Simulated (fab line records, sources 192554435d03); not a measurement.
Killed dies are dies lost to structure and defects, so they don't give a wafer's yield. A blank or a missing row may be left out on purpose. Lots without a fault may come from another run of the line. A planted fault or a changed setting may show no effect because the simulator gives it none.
Which tool did it? | flow n5_finfet | 9 lots, 27 wafers sampled, at 6 steps of a route of 1938

WHAT THE GAUGES READ, wafer by wafer
N5_BEOL_M4_RC_MEAS_101. Usual: DIBL_N 36.3 mV/V, standard deviation 1.2; DIBL_P 36.1 mV/V, standard deviation 1.6; IOFF_N 0.161 nA/um, standard deviation 0.023; IOFF_P 0.209 nA/um, standard deviation 0.027; ION_N 676 uA/um, standard deviation 8.9; ION_P 462 uA/um, standard deviation 5.3; SS_N 71.5 mV/dec, standard deviation 0.51; SS_P 73.2 mV/dec, standard deviation 0.5; VT_N 249.1 mV, standard deviation 2.5; VT_P -249.9 mV, standard deviation 2.8.
lot  | measured     | on        | DIBL_N (mV/V)  | DIBL_P (mV/V)  | IOFF_N (nA/um)    | IOFF_P (nA/um)    | ION_N (uA/um) | ION_P (uA/um) | SS_N (mV/dec)  | SS_P (mV/dec)  | VT_N (mV)         | VT_P (mV)            | flag
L393 | day 7 12:20  | prober-02 | 36.5 35.7 34.8 | 36.8 35.0 33.1 | 0.164 0.142 0.129 | 0.203 0.183 0.157 | 671 672 667   | 460 457 451   | 71.8 70.8 71.7 | 72.7 73.3 73.5 | 246.1 247.2 250.9 | -251.8 -253.2 -255.5 |
L397 | day 8 17:25  | prober-02 | 35.5 34.8 36.0 | 34.7 33.8 35.1 | 0.126 0.121 0.137 | 0.169 0.164 0.182 | 658 664 672   | 450 457 459   | 70.6 69.9 70.4 | 72.4 72.7 72.3 | 250.9 252.8 252.8 | -255.3 -255.6 -254.5 |
L399 | day 9 12:39  | prober-02 | 36.5 37.4 37.1 | 35.8 37.8 37.4 | 0.158 0.188 0.198 | 0.203 0.239 0.240 | 669 675 683   | 459 459 466   | 71.6 71.5 71.6 | 73.5 73.4 74.4 | 249.0 248.5 248.4 | -249.5 -247.8 -247.9 |
L401 | day 9 14:19  | prober-02 | 36.9 37.7 36.9 | 34.3 35.4 34.6 | 0.153 0.170 0.166 | 0.203 0.221 0.202 | 670 667 674   | 467 462 459   | 71.5 71.7 71.5 | 73.2 72.8 72.8 | 249.4 247.7 250.3 | -248.5 -248.0 -252.3 |
L404 | day 10 12:09 | prober-02 | 36.7 36.9 37.4 | 38.7 38.6 39.4 | 0.170 0.179 0.188 | 0.229 0.226 0.234 | 685 669 687   | 459 464 466   | 72.1 71.8 71.5 | 74.3 73.7 73.6 | 249.1 248.4 246.8 | -248.1 -250.7 -248.6 |
L406 | day 11 01:43 | prober-02 | 38.5 38.4 36.0 | 37.1 37.0 35.3 | 0.182 0.186 0.138 | 0.229 0.229 0.193 | 678 671 658   | 466 459 455   | 72.4 72.5 71.4 | 73.8 73.3 73.3 | 249.7 249.1 255.3 | -249.3 -247.8 -251.9 |
L408 | day 11 09:02 | prober-02 | 35.0 35.7 34.0 | 35.2 35.9 33.4 | 0.151 0.160 0.135 | 0.197 0.204 0.174 | 676 672 665   | 467 462 457   | 71.9 71.9 71.0 | 72.5 73.4 72.6 | 247.9 250.1 251.5 | -250.9 -250.7 -253.3 |
L412 | day 12 14:46 | prober-01 | 36.1 35.7 36.0 | 35.0 34.4 35.0 | 0.166 0.149 0.155 | 0.211 0.200 0.201 | 678 675 680   | 459 460 468   | 71.1 71.5 71.2 | 72.2 72.8 72.9 | 248.8 249.9 250.0 | -248.8 -248.3 -248.5 |
L415 | day 13 06:17 | prober-01 | 35.6 36.1 36.0 | 36.5 37.8 37.2 | 0.161 0.182 0.166 | 0.215 0.238 0.222 | 666 681 677   | 461 461 462   | 71.9 71.8 72.7 | 73.0 73.9 73.7 | 249.0 246.7 248.1 | -250.2 -247.1 -251.9 |

WHICH TOOL RAN EACH LOT (tool, then ch and the chambers of the sampled wafers, then the start)
lot  | N5_BEOL_M3_ANNEAL_93         | N5_BEOL_M3_ANNEAL_95         | N5_BEOL_M4_ILD_DEP_00           | N5_BEOL_M4_COAT_73                | N5_BEOL_M4_ETCH_74
L393 | pvd_sputter-01, day 7 02:40  | pvd_sputter-01, day 7 02:53  | pecvd-04 ch 0,1, day 7 04:08    | litho_track-01 ch 0, day 7 05:14  | rie_diel-04 ch 2,3, day 7 05:39
L397 | pvd_sputter-03, day 8 06:46  | pvd_sputter-03, day 8 06:59  | pecvd-04 ch 1,2, day 8 08:15    | litho_track-01 ch 0, day 8 08:53  | rie_diel-05 ch 0,2, day 8 09:19
L399 | pvd_sputter-02, day 9 01:14  | pvd_sputter-02, day 9 01:27  | pecvd-04 ch 0,1,2, day 9 02:43  | litho_track-02 ch 0, day 9 04:05  | rie_diel-04 ch 1,2, day 9 05:07
L401 | pvd_sputter-01, day 9 01:25  | pvd_sputter-01, day 9 01:38  | pecvd-04 ch 0,1,2, day 9 02:57  | litho_track-05 ch 0, day 9 04:08  | rie_diel-05 ch 0,3, day 9 05:26
L404 | pvd_sputter-02, day 9 23:44  | pvd_sputter-02, day 9 23:58  | pecvd-04 ch 0, day 10 01:13     | litho_track-01 ch 0, day 10 01:40 | rie_diel-05 ch 0,1, day 10 02:25
L406 | pvd_sputter-02, day 10 12:31 | pvd_sputter-02, day 10 12:44 | pecvd-02 ch 1,2, day 10 14:02   | litho_track-01 ch 0, day 10 14:28 | rie_diel-01 ch 1,2,3, day 10 15:01
L408 | pvd_sputter-03, day 11 01:09 | pvd_sputter-03, day 11 01:22 | pecvd-03 ch 0,1, day 11 02:37   | litho_track-05 ch 0, day 11 02:59 | rie_diel-01 ch 1,3, day 11 03:32
L412 | pvd_sputter-02, day 12 06:22 | pvd_sputter-02, day 12 06:35 | pecvd-02 ch 0,1, day 12 07:53   | litho_track-02 ch 0, day 12 08:16 | rie_diel-01 ch 1,3, day 12 08:43
L415 | pvd_sputter-01, day 12 15:52 | pvd_sputter-01, day 12 16:05 | pecvd-02 ch 0,1,2, day 12 17:20 | litho_track-05 ch 0, day 12 19:59 | rie_diel-04 ch 0,2, day 12 20:31
- N5_BEOL_M3_ANNEAL_93: time 240 s.
- N5_BEOL_M3_ANNEAL_95: time 240 s.
- N5_BEOL_M4_ILD_DEP_00: deposits SiOC from DEMS/O2, target thk 79 nm, time 15.3 s.
- N5_BEOL_M4_COAT_73: time 60 s, resist thk 5 nm.
- N5_BEOL_M4_ETCH_74: etches underlayer in N2/H2, target depth 6.5 nm, time 5.2 s.

WHAT THE TOOLS THEMSELVES READ (means of the sampled wafers that have a number; where no wafer has one, the mark that the record gives instead)
N5_BEOL_M3_ANNEAL_93. Usual: heater_power_w 793 W, standard deviation 95.
lot  | tool           | heater_power_w (W) | flag
L393 | pvd_sputter-01 | 882                |
L397 | pvd_sputter-03 | 776                |
L399 | pvd_sputter-02 | 714                |
L401 | pvd_sputter-01 | 889                |
L404 | pvd_sputter-02 | 720                |
L406 | pvd_sputter-02 | 672                |
L408 | pvd_sputter-03 | 808                |
L412 | pvd_sputter-02 | 790                |
L415 | pvd_sputter-01 | 896                |

N5_BEOL_M3_ANNEAL_95. Usual: heater_power_w 792 W, standard deviation 96.
lot  | tool           | heater_power_w (W) | flag
L393 | pvd_sputter-01 | 894                |
L397 | pvd_sputter-03 | 771                |
L399 | pvd_sputter-02 | 715                |
L401 | pvd_sputter-01 | 891                |
L404 | pvd_sputter-02 | 715                |
L406 | pvd_sputter-02 | 669                |
L408 | pvd_sputter-03 | 806                |
L412 | pvd_sputter-02 | 788                |
L415 | pvd_sputter-01 | 907                |

N5_BEOL_M4_ILD_DEP_00. Usual: heater_power_w 482 W, standard deviation 68; rf_fwd_power_W 494.5 W, standard deviation 2; showerhead_plenum_p_Torr 5.699 Torr, standard deviation 0.012; throttle_valve_pct 12.3 %, standard deviation 0.77.
lot  | tool     | heater_power_w (W) | rf_fwd_power_W (W) | showerhead_plenum_p_Torr (Torr) | throttle_valve_pct (%) | flag
L393 | pecvd-04 | 569                | 494.7              | 5.709                           | 12.3                   |
L397 | pecvd-04 | 584                | 495.2              | 5.702                           | 12.7                   |
L399 | pecvd-04 | 534                | 494.7              | 5.704                           | 12.7                   |
L401 | pecvd-04 | 578                | 495.5              | 5.697                           | 12.9                   |
L404 | pecvd-04 | 490                | 494.8              | 5.711                           | 12.3                   |
L406 | pecvd-02 | 486                | 496.0              | 5.701                           | 11.8                   |
L408 | pecvd-03 | 401                | 492.7              | 5.697                           | 11.9                   |
L412 | pecvd-02 | 424                | 496.0              | 5.698                           | 13.3                   |
L415 | pecvd-02 | 477                | 495.1              | 5.699                           | 12.4                   |

N5_BEOL_M4_COAT_73. Usual: spin_speed_rpm 1499.8 rpm, standard deviation 0.86.
lot  | tool           | spin_speed_rpm (rpm) | flag
L393 | litho_track-01 | 1500.6               |
L397 | litho_track-01 | 1499.8               |
L399 | litho_track-02 | 1499.6               |
L401 | litho_track-05 | 1500.6               |
L404 | litho_track-01 | 1688.0               | OFF
L406 | litho_track-01 | 1688.7               | OFF
L408 | litho_track-05 | 1498.9               |
L412 | litho_track-02 | 1499.1               |
L415 | litho_track-05 | 1500.1               |

N5_BEOL_M4_ETCH_74. Usual: drypump_motor_current_A 5.9 A, standard deviation 0.51; etch_rf_on_time_s 5.24 s, standard deviation 0.066; oes_product_au 0.67 a.u., standard deviation 0.066; rf_fwd_power_W 819.6 W, standard deviation 2.6; rf_vpp_V 524.1 V, standard deviation 2.4; showerhead_plenum_p_Torr 2.55 Torr, standard deviation 0.08; throttle_valve_pct 17.79 %, standard deviation 0.27.
lot  | tool        | drypump_motor_current_A (A) | etch_rf_on_time_s (s) | oes_product_au (a.u.) | rf_fwd_power_W (W) | rf_vpp_V (V) | showerhead_plenum_p_Torr (Torr) | throttle_valve_pct (%) | flag
L393 | rie_diel-04 | 5.7                         | 5.20                  | 0.59                  | 820.6              | 525.8        | 2.62                            | 17.63                  |
L397 | rie_diel-05 | 6.3                         | 5.25                  | 0.67                  | 819.8              | 522.6        | 2.52                            | 17.70                  |
L399 | rie_diel-04 | 5.7                         | 5.20                  | 0.75                  | 821.2              | 524.9        | 2.59                            | 17.61                  |
L401 | rie_diel-05 | 5.6                         | 5.32                  | 0.68                  | 819.8              | 523.7        | 2.52                            | 17.65                  |
L404 | rie_diel-05 | 5.8                         | 4.95                  | 0.73                  | 817.0              | 522.4        | 2.50                            | 17.51                  | OFF
L406 | rie_diel-01 | 6.1                         | 4.97                  | 0.64                  | 819.9              | 522.0        | 2.49                            | 17.96                  | OFF
L408 | rie_diel-01 | 6.1                         | 5.21                  | 0.68                  | 817.2              | 523.9        | 2.51                            | 18.13                  |
L412 | rie_diel-01 | 5.6                         | 5.24                  | 0.63                  | 822.2              | 521.3        | 2.45                            | 18.01                  |
L415 | rie_diel-04 | 6.0                         | 5.17                  | 0.76                  | 818.8              | 527.2        | 2.63                            | 17.35                  |

THE ANSWER, worked out from the rows above alone
Rule: a lot is off if the mean of its wafers that have a number lies more than 3 standard deviations from the usual mean. A lot without any number at a reading at which 4 lots or more have one is off too. The other lots that the step has rows for count as sound. The gauges are gone through in route order, then the tools' own readings, and for those a lot's mean is taken as printed above. The first step at which some lot is off is used, and at that step the reading that is off furthest; a lot without a number counts as furthest.
Off: L404, L406, at N5_BEOL_M4_COAT_73 (spin_speed_rpm).
A tool fits if, at that step or a process step before it, it ran every lot that is off, and no sound lot after the first of them. One fits: litho_track-01 at N5_BEOL_M4_COAT_73. Its last sound lot is L397 (day 8 08:53), its first lot that is off L404 (day 10 01:40): a fault that began between those two fits.
The tool's own readings at N5_BEOL_M4_COAT_73 bear it out: on the lots that are off they differ by more than 5 times the standard deviation of the sound lots' means. spin_speed_rpm reads 1688.3 rpm there against 1499.8 rpm on the sound lots.

WHAT THE SIMULATOR HAD PUT IN
Process parameter drift: litho_track-01, from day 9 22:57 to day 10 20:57, at N5_BEOL_M4_COAT_73. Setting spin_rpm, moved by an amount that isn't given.
Lots struck among those shown: L404, L406. The rule above found the same.
